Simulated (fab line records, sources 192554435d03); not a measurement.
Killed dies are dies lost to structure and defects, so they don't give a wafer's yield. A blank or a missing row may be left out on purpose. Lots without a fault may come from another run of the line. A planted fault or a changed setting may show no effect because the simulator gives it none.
Chamber matching | flow n5_finfet | N5_PMOS_HMC_CHANNEL_EPI_HM_DEP_34 on pecvd-01: 3 sister chambers
The step deposits SiO2 from TEOS/O2, target thk 36 nm, time 6.9 s. 6 wafers are shown with their chamber, then 8 later ones without.

WAFERS WITH THEIR CHAMBER
wafer  | chamber | throttle_valve_pct (%) | heater_power_w (W)
L081.1 | 2       | 18.0                   | 698
L085.2 | 2       | 18.4                   | 667
L090.1 | 0       | 18.7                   | 577
L090.3 | 1       | 19.3                   | 697
L090.5 | 1       | 19.2                   | 690
L091.2 | 0       | 18.6                   | 469

WAFERS WITHOUT THEIR CHAMBER
wafer  | throttle_valve_pct (%) | heater_power_w (W)
L091.3 | 18.2                   | 674
L091.4 | 18.3                   | 673
L096.1 | 19.2                   | 668
L096.2 | 18.4                   | 653
L096.3 | 18.5                   | 557
L097.1 | 19.0                   | 710
L097.4 | 18.0                   | 748
L097.5 | 19.0                   | 555

WHICH CHAMBER EACH WENT THROUGH
wafer  | from the rows above     | in truth
L091.3 | 2                       | 2
L091.4 | 2                       | 2
L096.1 | 1                       | 1
L096.2 | can't be placed: 2 or 0 | 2
L096.3 | 0                       | 0
L097.1 | 1                       | 1
L097.4 | 2                       | 2
L097.5 | can't be placed: 0 or 1 | 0
Placed correctly: 6 of 8. Can't be placed from these rows: 2 (the true chamber is among the candidates in 2). Placed wrongly: 0.
How it was worked out, from the rows above alone: a wafer's distance from a chamber is the root of the sum, over the readings, of the square of ((its reading less the chamber's mean) divided by the reading's scatter). The wafer belongs to the nearest chamber; if the next one is less than 2 further off, it can't be placed. A chamber's mean is the mean of its shown wafers. The scatter: the root of (the sum of the squares of (reading less its chamber's mean) over the shown wafers, divided by (wafers less chambers)).
